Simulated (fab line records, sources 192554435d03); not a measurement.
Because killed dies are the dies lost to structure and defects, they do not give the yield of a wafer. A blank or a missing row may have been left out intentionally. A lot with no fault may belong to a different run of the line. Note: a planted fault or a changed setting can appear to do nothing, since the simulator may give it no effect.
What tool caused it? :: flow n5 finfet :: 27 wafers from 9 lots sampled at 5 of the route's 1938 steps

WHAT THE GAUGES READ, wafer by wafer
N5_BEOL_M3_INSPECT_30: inspects for defects (brightfield). Usual: raw defect count at 422, with a standard deviation of 92.
lot: L120
measured: day 9 17:53
on: defect inspect-02
raw defect count: 381 411 378
flag: 

lot: L119
measured: day 9 18:46
on: defect inspect-01
raw defect count: 309 380 296
flag: 

lot: L121
measured: day 10 11:19
on: defect inspect-02
raw defect count: 285 403 341
flag: 

lot: L122
measured: day 10 15:17
on: defect inspect-02
raw defect count: 376 348 677
flag: 

lot: L123
measured: day 10 15:31
on: defect inspect-01
raw defect count: 444 332 505
flag: 

lot: L125
measured: day 11 00:48
on: defect inspect-02
raw defect count: 373 403 312
flag: 

lot: L130
measured: day 12 12:04
on: defect inspect-01
raw defect count: 394 429 437
flag: 

lot: L131
measured: day 12 13:02
on: defect inspect-01
raw defect count: 272 520 346
flag: 

lot: L132
measured: day 13 07:37
on: defect inspect-02
raw defect count: 489 443 324
flag: 

N5_BEOL_M4_RC_MEAS_101. Usual: DIBL_N 35.4 mV/V, standard deviation 2.1; DIBL_P 34.8 mV/V, standard deviation 2.6; IOFF_N 0.15 nA/um, standard deviation 0.037; IOFF_P 0.19 nA/um, standard deviation 0.037; ION_N 677 uA/um, standard deviation 16; ION_P 462 uA/um, standard deviation 9.3; SS_N 71.4 mV/dec, standard deviation 0.75; SS_P 72.9 mV/dec, standard deviation 0.77; VT_N 250 mV, standard deviation 3.7; VT_P -251 mV, standard deviation 3.5.
lot: L122
measured: day 11 18:20
on: prober-02
DIBL_N (mV/V): 33.6 35.7 34.1
DIBL_P (mV/V): 33.6 36.7 34.6
IOFF_N (nA/um): 0.15 0.18 0.16
IOFF_P (nA/um): 0.20 0.24 0.22
ION_N (uA/um): 688 682 700
ION_P (uA/um): 480 469 479
SS_N (mV/dec): 70.6 71.7 71.4
SS_P (mV/dec): 72.4 72.5 72.1
VT_N (mV): 246 248 246
VT_P (mV): -248 -248 -250
flag: 

lot: L123
measured: day 11 12:50
on: prober-01
DIBL_N (mV/V): 35.2 35.3 33.4
DIBL_P (mV/V): 34.9 34.9 32.1
IOFF_N (nA/um): 0.15 0.14 0.12
IOFF_P (nA/um): 0.21 0.21 0.17
ION_N (uA/um): 683 679 674
ION_P (uA/um): 467 469 462
SS_N (mV/dec): 71.2 71.3 71.4
SS_P (mV/dec): 73.5 73.1 72.2
VT_N (mV): 248 249 254
VT_P (mV): -248 -249 -250
flag: 

lot: L125
measured: day 11 20:48
on: prober-02
DIBL_N (mV/V): 38.6 33.9 39.1
DIBL_P (mV/V): 39.2 33.0 38.8
IOFF_N (nA/um): 0.20 0.12 0.18
IOFF_P (nA/um): 0.24 0.15 0.23
ION_N (uA/um): 681 668 672
ION_P (uA/um): 474 460 464
SS_N (mV/dec): 72.1 71.0 71.7
SS_P (mV/dec): 73.5 72.4 73.8
VT_N (mV): 248 252 251
VT_P (mV): -249 -255 -251
flag: 

lot: L130
measured: day 13 15:20
on: prober-01
DIBL_N (mV/V): 35.9 39.2 35.8
DIBL_P (mV/V): 34.1 39.1 33.8
IOFF_N (nA/um): 0.13 0.20 0.13
IOFF_P (nA/um): 0.15 0.22 0.14
ION_N (uA/um): 656 709 668
ION_P (uA/um): 449 469 445
SS_N (mV/dec): 71.6 72.2 71.5
SS_P (mV/dec): 72.8 74.6 73.2
VT_N (mV): 255 245 254
VT_P (mV): -254 -253 -261
flag: 

lot: L131
measured: day 13 15:49
on: prober-01
DIBL_N (mV/V): 40.6 38.2 36.6
DIBL_P (mV/V): 40.7 37.9 36.7
IOFF_N (nA/um): 0.28 0.23 0.18
IOFF_P (nA/um): 0.31 0.25 0.22
ION_N (uA/um): 709 708 702
ION_P (uA/um): 480 479 478
SS_N (mV/dec): 73.2 72.2 72.0
SS_P (mV/dec): 74.6 73.6 73.9
VT_N (mV): 241 244 246
VT_P (mV): -246 -245 -247
flag: 

lot: L132
measured: day 14 15:19
on: prober-01
DIBL_N (mV/V): 35.5 32.7 35.4
DIBL_P (mV/V): 35.0 31.9 36.6
IOFF_N (nA/um): 0.15 0.11 0.16
IOFF_P (nA/um): 0.23 0.18 0.25
ION_N (uA/um): 676 672 688
ION_P (uA/um): 468 472 474
SS_N (mV/dec): 71.7 70.3 71.5
SS_P (mV/dec): 73.1 71.7 72.9
VT_N (mV): 254 254 249
VT_P (mV): -243 -247 -244
flag: 

WHICH TOOL RAN EACH LOT (tool, then ch and the chambers of the sampled wafers, then the start)
lot: L120
N5_BEOL_M3_STRIP_19: rie diel-06 ch 0,2,3, day 9 17:25
N5_BEOL_M3_ETCHBACK_99: rie diel-02 ch 0,2,3, day 10 01:26
N5_BEOL_M3_TRENCH_ETCH_37: rie diel-02 ch 0,2,3, day 15 07:00 or earlier

lot: L119
N5_BEOL_M3_STRIP_19: rie diel-06 ch 0,2, day 9 18:10
N5_BEOL_M3_ETCHBACK_99: rie diel-04 ch 1,2,3, day 10 01:34
N5_BEOL_M3_TRENCH_ETCH_37: rie diel-04 ch 1,2,3, day 15 06:40 or earlier

lot: L121
N5_BEOL_M3_STRIP_19: rie diel-06 ch 0,3, day 10 10:42
N5_BEOL_M3_ETCHBACK_99: rie diel-06 ch 0,3, day 10 13:25
N5_BEOL_M3_TRENCH_ETCH_37: rie diel-06 ch 0,3, day 16 01:11 or earlier

lot: L122
N5_BEOL_M3_STRIP_19: rie diel-04 ch 0,2,3, day 10 14:49
N5_BEOL_M3_ETCHBACK_99: rie diel-04 ch 0,1,2, day 11 03:30
N5_BEOL_M3_TRENCH_ETCH_37: rie diel-04 ch 0,1,2, day 11 18:20 or earlier

lot: L123
N5_BEOL_M3_STRIP_19: rie diel-06 ch 0,3, day 10 15:01
N5_BEOL_M3_ETCHBACK_99: rie diel-02 ch 0,1,2, day 10 16:55
N5_BEOL_M3_TRENCH_ETCH_37: rie diel-02 ch 0,1,2, day 11 12:50 or earlier

lot: L125
N5_BEOL_M3_STRIP_19: rie diel-02 ch 0,1,3, day 11 00:19
N5_BEOL_M3_ETCHBACK_99: rie diel-06 ch 0,2,3, day 11 03:32
N5_BEOL_M3_TRENCH_ETCH_37: rie diel-06 ch 0,2,3, day 11 20:48 or earlier

lot: L130
N5_BEOL_M3_STRIP_19: rie diel-04 ch 0,2,3, day 12 11:35
N5_BEOL_M3_ETCHBACK_99: rie diel-02 ch 1,2,3, day 12 18:18
N5_BEOL_M3_TRENCH_ETCH_37: rie diel-02 ch 1,2,3, day 13 15:20 or earlier

lot: L131
N5_BEOL_M3_STRIP_19: rie diel-06 ch 0,2,3, day 12 12:26
N5_BEOL_M3_ETCHBACK_99: rie diel-04 ch 0,1, day 12 19:09
N5_BEOL_M3_TRENCH_ETCH_37: rie diel-04 ch 0,1, day 13 15:49 or earlier

lot: L132
N5_BEOL_M3_STRIP_19: rie diel-02 ch 1,2,3, day 13 07:08
N5_BEOL_M3_ETCHBACK_99: rie diel-04 ch 1,2,3, day 13 14:17
N5_BEOL_M3_TRENCH_ETCH_37: rie diel-04 ch 1,2,3, day 14 15:19 or earlier
- N5_BEOL_M3_STRIP_19: strips in O2.
- N5_BEOL_M3_ETCHBACK_99: etches SiO2 in CHF3, target depth 5 nm, time 10.4 s.
- N5_BEOL_M3_TRENCH_ETCH_37: etches SiOC in C4F6/O2, target depth 55.555 nm, time 29.2 s.

AS READ BY THE TOOLS THEMSELVES (means over the sampled wafers that have a number; for cases with no such wafer, the mark the record gives instead)
N5_BEOL_M3_STRIP_19. Usual: drypump motor current A 5.6 A, standard deviation 0.5; oes product au 0.77 a.u., standard deviation 0.077; rf vpp V 3.6 V, standard deviation 0.47; showerhead plenum p Torr 2.08 Torr, standard deviation 0.067; throttle valve pct 16.79 %, standard deviation 0.3.
lot: L120
tool: rie diel-06
drypump motor current A (A): 5.1
oes product au (a.u.): 0.83
rf vpp V (V): 3.8
showerhead plenum p Torr (Torr): 2.06
throttle valve pct (%): 16.69
flag: 

lot: L119
tool: rie diel-06
drypump motor current A (A): 5.1
oes product au (a.u.): 0.87
rf vpp V (V): 3.5
showerhead plenum p Torr (Torr): 2.08
throttle valve pct (%): 16.71
flag: 

lot: L121
tool: rie diel-06
drypump motor current A (A): 5.3
oes product au (a.u.): 0.79
rf vpp V (V): 3.8
showerhead plenum p Torr (Torr): 2.02
throttle valve pct (%): 16.90
flag: 

lot: L122
tool: rie diel-04
drypump motor current A (A): 5.7
oes product au (a.u.): 0.78
rf vpp V (V): 3.6
showerhead plenum p Torr (Torr): 2.13
throttle valve pct (%): 16.85
flag: 

lot: L123
tool: rie diel-06
drypump motor current A (A): 5.3
oes product au (a.u.): 0.79
rf vpp V (V): 3.2
showerhead plenum p Torr (Torr): 2.02
throttle valve pct (%): 16.90
flag: 

lot: L125
tool: rie diel-02
drypump motor current A (A): 5.6
oes product au (a.u.): 0.78
rf vpp V (V): 3.7
showerhead plenum p Torr (Torr): 2.03
throttle valve pct (%): 16.82
flag: 

lot: L130
tool: rie diel-04
drypump motor current A (A): 5.7
oes product au (a.u.): 0.76
rf vpp V (V): 3.7
showerhead plenum p Torr (Torr): 2.13
throttle valve pct (%): 16.88
flag: 

lot: L131
tool: rie diel-06
drypump motor current A (A): 5.1
oes product au (a.u.): 0.79
rf vpp V (V): 3.8
showerhead plenum p Torr (Torr): 2.05
throttle valve pct (%): 16.74
flag: 

lot: L132
tool: rie diel-02
drypump motor current A (A): 5.6
oes product au (a.u.): 0.83
rf vpp V (V): 4.0
showerhead plenum p Torr (Torr): 2.02
throttle valve pct (%): 16.54
flag: 

N5_BEOL_M3_ETCHBACK_99. Usual: CHF3_flow_sccm 12.00 sccm, standard deviation 0.036; bias w 46.97 W, standard deviation 0.14; drypump motor current A 5.7 A, standard deviation 0.48; oes product au 0.77 a.u., standard deviation 0.081; rf vpp V 241 V, standard deviation 7.4; showerhead plenum p Torr 2.13 Torr, standard deviation 0.057; throttle valve pct 17.2 %, standard deviation 0.35.
lot: L120
tool: rie diel-02
CHF3_flow_sccm (sccm): -
bias w (W): -
drypump motor current A (A): -
oes product au (a.u.): -
rf vpp V (V): -
showerhead plenum p Torr (Torr): -
throttle valve pct (%): -
flag: OFF

lot: L119
tool: rie diel-04
CHF3_flow_sccm (sccm): -
bias w (W): -
drypump motor current A (A): -
oes product au (a.u.): -
rf vpp V (V): -
showerhead plenum p Torr (Torr): -
throttle valve pct (%): -
flag: OFF

lot: L121
tool: rie diel-06
CHF3_flow_sccm (sccm): -
bias w (W): -
drypump motor current A (A): -
oes product au (a.u.): -
rf vpp V (V): -
showerhead plenum p Torr (Torr): -
throttle valve pct (%): -
flag: OFF

lot: L122
tool: rie diel-04
CHF3_flow_sccm (sccm): 12.01
bias w (W): 46.95
drypump motor current A (A): 6.1
oes product au (a.u.): 0.79
rf vpp V (V): 243
showerhead plenum p Torr (Torr): 2.15
throttle valve pct (%): 17.1
flag: 

lot: L123
tool: rie diel-02
CHF3_flow_sccm (sccm): 12.04
bias w (W): 46.92
drypump motor current A (A): 5.9
oes product au (a.u.): 0.74
rf vpp V (V): 237
showerhead plenum p Torr (Torr): 2.11
throttle valve pct (%): 17.1
flag: 

lot: L125
tool: rie diel-06
CHF3_flow_sccm (sccm): 12.00
bias w (W): 46.83
drypump motor current A (A): 5.1
oes product au (a.u.): 0.81
rf vpp V (V): 238
showerhead plenum p Torr (Torr): 2.12
throttle valve pct (%): 17.2
flag: 

lot: L130
tool: rie diel-02
CHF3_flow_sccm (sccm): 11.99
bias w (W): 47.16
drypump motor current A (A): 5.6
oes product au (a.u.): 0.85
rf vpp V (V): 241
showerhead plenum p Torr (Torr): 2.09
throttle valve pct (%): 17.0
flag: 

lot: L131
tool: rie diel-04
CHF3_flow_sccm (sccm): 11.97
bias w (W): 47.08
drypump motor current A (A): 5.9
oes product au (a.u.): 0.85
rf vpp V (V): 243
showerhead plenum p Torr (Torr): 2.11
throttle valve pct (%): 17.0
flag: 

lot: L132
tool: rie diel-04
CHF3_flow_sccm (sccm): 12.03
bias w (W): 47.04
drypump motor current A (A): 6.0
oes product au (a.u.): 0.80
rf vpp V (V): 246
showerhead plenum p Torr (Torr): 2.19
throttle valve pct (%): 17.0
flag: 

N5_BEOL_M3_TRENCH_ETCH_37. Usual: drypump motor current A 5.7 A, standard deviation 0.48; oes product au 0.77 a.u., standard deviation 0.08; rf vpp V 667 V, standard deviation 20; showerhead plenum p Torr 2.82 Torr, standard deviation 0.073; throttle valve pct 20.9 %, standard deviation 0.39.
lot: L120
tool: rie diel-02
drypump motor current A (A): 5.6
oes product au (a.u.): 0.72
rf vpp V (V): 667
showerhead plenum p Torr (Torr): 2.80
throttle valve pct (%): 21.1
flag: 

lot: L119
tool: rie diel-04
drypump motor current A (A): 6.0
oes product au (a.u.): 0.71
rf vpp V (V): 681
showerhead plenum p Torr (Torr): 2.91
throttle valve pct (%): 20.9
flag: 

lot: L121
tool: rie diel-06
drypump motor current A (A): 5.3
oes product au (a.u.): 0.76
rf vpp V (V): 658
showerhead plenum p Torr (Torr): 2.74
throttle valve pct (%): 21.2
flag: 

lot: L122
tool: rie diel-04
drypump motor current A (A): 6.1
oes product au (a.u.): 0.79
rf vpp V (V): 674
showerhead plenum p Torr (Torr): 2.85
throttle valve pct (%): 20.9
flag: 

lot: L123
tool: rie diel-02
drypump motor current A (A): 5.9
oes product au (a.u.): 0.74
rf vpp V (V): 655
showerhead plenum p Torr (Torr): 2.79
throttle valve pct (%): 20.8
flag: 

lot: L125
tool: rie diel-06
drypump motor current A (A): 5.2
oes product au (a.u.): 0.81
rf vpp V (V): 659
showerhead plenum p Torr (Torr): 2.81
throttle valve pct (%): 21.0
flag: 

lot: L130
tool: rie diel-02
drypump motor current A (A): 5.6
oes product au (a.u.): 0.85
rf vpp V (V): 665
showerhead plenum p Torr (Torr): 2.77
throttle valve pct (%): 20.8
flag: 

lot: L131
tool: rie diel-04
drypump motor current A (A): 5.9
oes product au (a.u.): 0.84
rf vpp V (V): 669
showerhead plenum p Torr (Torr): 2.80
throttle valve pct (%): 20.7
flag: 

lot: L132
tool: rie diel-04
drypump motor current A (A): 6.0
oes product au (a.u.): 0.80
rf vpp V (V): 681
showerhead plenum p Torr (Torr): 2.90
throttle valve pct (%): 20.7
flag: 

THE ANSWER, worked out from the rows above alone
Rule: a lot counts as off when the mean over its wafers that have a number is more than 3 standard deviations away from the usual mean. A lot without any number at a reading at which 4 lots or more have one is off too. All remaining lots with rows at the step are treated as sound. Order of review: gauges by route order, followed by the tools' own readings, for which a lot's mean as printed above is used. The first step at which some lot is off is used, and at that step the reading that is off furthest; a lot without a number counts as furthest.
Off: L120, L119, L121, at N5_BEOL_M3_ETCHBACK_99 (CHF3_flow_sccm). Without a number there: L120, L119, L121.
If a tool, at that step or one of the process steps before it, ran each lot that is off and ran no sound lot following the first of them, it fits. Not one of the candidates tried fits.

WHAT WAS PUT IN BY THE SIMULATOR
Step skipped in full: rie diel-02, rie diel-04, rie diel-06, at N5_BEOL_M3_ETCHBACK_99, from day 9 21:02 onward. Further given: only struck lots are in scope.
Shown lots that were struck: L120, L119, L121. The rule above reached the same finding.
